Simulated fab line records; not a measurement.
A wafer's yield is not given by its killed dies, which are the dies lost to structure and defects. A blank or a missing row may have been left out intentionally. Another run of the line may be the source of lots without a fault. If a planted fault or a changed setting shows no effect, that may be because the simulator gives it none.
A lot that was struck, set against a sound lot | flow nand-harc | 28 out of 1302 route steps
Sound: the wafers L698.2, L698.3, L698.4. Struck: wafer L706.4. Last of all comes the cause.
Each step with rows lists, per side, the tool, then ch with its chambers, then its first start. Under that, the readings that differ: sound wafers | struck wafers | difference of the means | sigmas: that difference in standard deviations of wafers without a fault.
alike: readings whose means differ by less than 2 such deviations, and words and numbers that are the same on both sides. not compared: withheld readings, readings that some wafer has no value for, bounds like >300 that may hide the same value, and numbers for which the record gives no deviation and whose values overlap.
The two part at a step that has a row with sigmas, a row that says differs or no value, or rows on one side only. When numbers do not overlap yet have no deviation, they are printed without sigmas and do not part them. Lack of a reading on every wafer of one side parts them only where that side has two or more wafers.

first, 1 step without rows for these wafers: NHARC_A_M0_STRIP_19 (strips in post etch residue remover, time 600 s).
NHARC_A_M0_DEGAS_28: time 60 s.
  struck on pvd-sputter-01, day 26 16:35; sound on pvd-sputter-02, day 23 10:39
  alike: heater-power-w
then, 2 steps without rows for these wafers: NHARC_A_M0_PRE_CLEAN_29 (time 30 s); NHARC_A_M0_PVD_20 (deposits TaN, target thk 5 nm, time 8.06 s).
NHARC_A_M0_PVD_21: deposits Cu, target thk 30 nm, time 20.49 s.
  sound on pvd-sputter-02; struck on pvd-sputter-01
  alike: throttle-valve-pct
then, 2 steps without rows for these wafers: NHARC_A_M0_ECD_22 (material Cu, target thk 400 nm); NHARC_A_M0_ANNEAL_30 (time 90 s).
NHARC_A_M0_CMP_23: polishes, t overpolish 20 s, target thk 113.75 nm.
  sound on cmp-03 ch 0,1,3, day 23 11:46; struck on cmp-01 ch 1, day 26 17:41
  reading            | sound             | struck | difference | sigmas
  slurry-flow-ml-min | 149.7 149.4 149.4 | 150.4  | +0.9       | +2
  alike: motor-current-A, time-to-endpoint-s
NHARC_A_M0_THK_MEAS_24: measures by xrf.
  struck on film-metro-02, day 26 17:58; sound on film-metro-02, day 23 12:04
  alike: thk-nm
following that, these wafers have no rows for 1 step: NHARC_A_M0_SRD_25.
NHARC_A_M0_INSPECT_27:
  struck on defect-inspect-01, day 26 18:07; sound on defect-inspect-02, day 23 12:14
  alike: raw-defect-count
NHARC_A_M0_PRE_CLEAN_31: time 12 s.
  sound on pecvd-01 ch 0,1,2, day 23 12:18; struck on pecvd-01 ch 2, day 26 18:14
  alike: heater-power-w
NHARC_A_M0_DEP_32: deposits SiCN, target thk 30 nm.
  sound on pecvd-01 ch 0,1,2, day 23 12:23; struck on pecvd-01 ch 2, day 26 18:26
  alike: heater-power-w
then, 10 steps without rows for these wafers: NHARC_A_M1_DEP_00 (deposits SiOC, target thk 182.5 nm); NHARC_A_M1_DEHYDRATE_01 (time 120 s); NHARC_A_M1_HMDS_02 (time 30 s); NHARC_A_M1_COAT_34 (time 65 s); NHARC_A_M1_COAT_03 (resist thk 90 nm); NHARC_A_M1_SOFTBAKE_04 (time 55 s); NHARC_A_M1_EBR_05; NHARC_A_M1_EXPOSE_06 (exposes mask A M1, target cd 120 nm); NHARC_A_M1_PEB_07 (peb time 65 s); NHARC_A_M1_DEVELOP_08 (develop time 35 s).
NHARC_A_M1_CD_MEAS_09: the cd target is 120 nm.
  sound on cd-sem-03 ch 0, day 23 13:29; struck on cd-sem-03 ch 0, day 26 19:53
  alike: cd-nm
NHARC_A_M1_OVL_MEAS_10: pitch 240 nm.
  struck on overlay-02, day 26 19:58; sound on overlay-01, day 23 13:35
  alike: overlay-x-nm, overlay-y-nm
NHARC_A_M1_INSPECT_11:
  struck on defect-inspect-02, day 26 20:10; sound on defect-inspect-02, day 23 13:37
  reading          | sound    | struck | difference | sigmas
  raw-defect-count | 68 72 72 | 809    | +738       | +23
  not compared: hold
NHARC_A_M1_DESCUM_14: chemistry O2, time 3 s.
  sound on rie-diel-02 ch 0,2,3, day 23 13:41; struck on rie-diel-02 ch 2, day 27 08:17
  reading                | sound             | struck                    | difference                   | sigmas
  hold                   | - - -             | await-dispo/12.0h/release | no value on the sound wafers |
  oes-product-au (a.u.)  | 0.984 1.002 1.001 | 1.024                     | +0.028                       | +3
  rf-hours-counter-h (h) | 3.7 3.3 3.6       | 0.6                       | -2.9                         |
  alike: drypump-motor-current-A, o2-flow-sccm, rf-vpp-V, showerhead-plenum-p-Torr, throttle-valve-pct
-- jump in the record: it breaks off in module A_M1 and resumes in module END (first step shown: number 1302 of the route), and 4 days separate the struck wafers' starts before and after --
NHARC_END_SORT_01:
  sound on prober-01 ch 0, day 25 05:36; struck on prober-02 ch 0, day 31 03:41
  reading                  | sound          | struck | difference | sigmas
  defect-limited-yield (%) | 92.6 92.8 91.3 | 82.7   | -9.5       | -4
  killed-at-array          | 47 47 55       | 113    | +63        | +4
  killed-dies              | 50 49 59       | 117    | +64        | +4
  alike: killed-at-other, killed-at-periphery, killed-open, killed-short

## WHERE THEY PART
First at NHARC_A_M0_CMP_23; last, within this record, at NHARC_END_SORT_01.

WHY: the cause the simulator had injected
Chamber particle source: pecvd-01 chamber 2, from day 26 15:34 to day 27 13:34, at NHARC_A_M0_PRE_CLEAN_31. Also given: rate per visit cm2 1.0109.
